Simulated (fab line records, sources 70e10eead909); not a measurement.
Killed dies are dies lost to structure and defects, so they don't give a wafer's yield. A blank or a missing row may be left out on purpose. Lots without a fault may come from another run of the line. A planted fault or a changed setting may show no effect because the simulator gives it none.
Chamber matching | flow nand_harc | NHARC_A_CHANNEL_HOLE_D2_DESCUM_15 on rie_diel-04: 4 sister chambers
The step chemistry O2, time 3 s. 4 wafers are shown with their chamber, then 7 later ones without.

WAFERS WITH THEIR CHAMBER
wafer  | chamber | drypump_motor_current_A (A)
L077.5 | 0       | 6.5
L078.5 | 3       | 5.4
L080.1 | 1       | 6.7
L080.2 | 2       | 6.8

WAFERS WITHOUT THEIR CHAMBER
wafer  | drypump_motor_current_A (A)
L080.6 | 6.5
L084.1 | 6.7
L084.2 | 6.6
L084.6 | 6.6
L091.2 | 6.5
L091.3 | 6.8
L091.5 | 6.5

WHICH CHAMBER EACH WENT THROUGH
wafer  | from the rows above          | in truth
L080.6 | 0                            | 0
L084.1 | can't be placed: 1 or 2      | 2
L084.2 | can't be placed: 0 or 1 or 2 | 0
L084.6 | can't be placed: 0 or 1 or 2 | 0
L091.2 | 0                            | 0
L091.3 | can't be placed: 2 or 1      | 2
L091.5 | 0                            | 0
Placed correctly: 3 of 7. Can't be placed from these rows: 4 (the true chamber is among the candidates in 4). Placed wrongly: 0.
How it was worked out, from the rows above alone: a wafer's distance from a chamber is the root of the sum, over the readings, of the square of ((its reading less the chamber's mean) divided by the reading's scatter). The wafer belongs to the nearest chamber; if the next one is less than 2 further off, it can't be placed. A chamber's mean is the mean of its shown wafers. The scatter: with one shown wafer a chamber, the root of the mean of the squares of how far each hidden wafer lies from its nearest shown one.
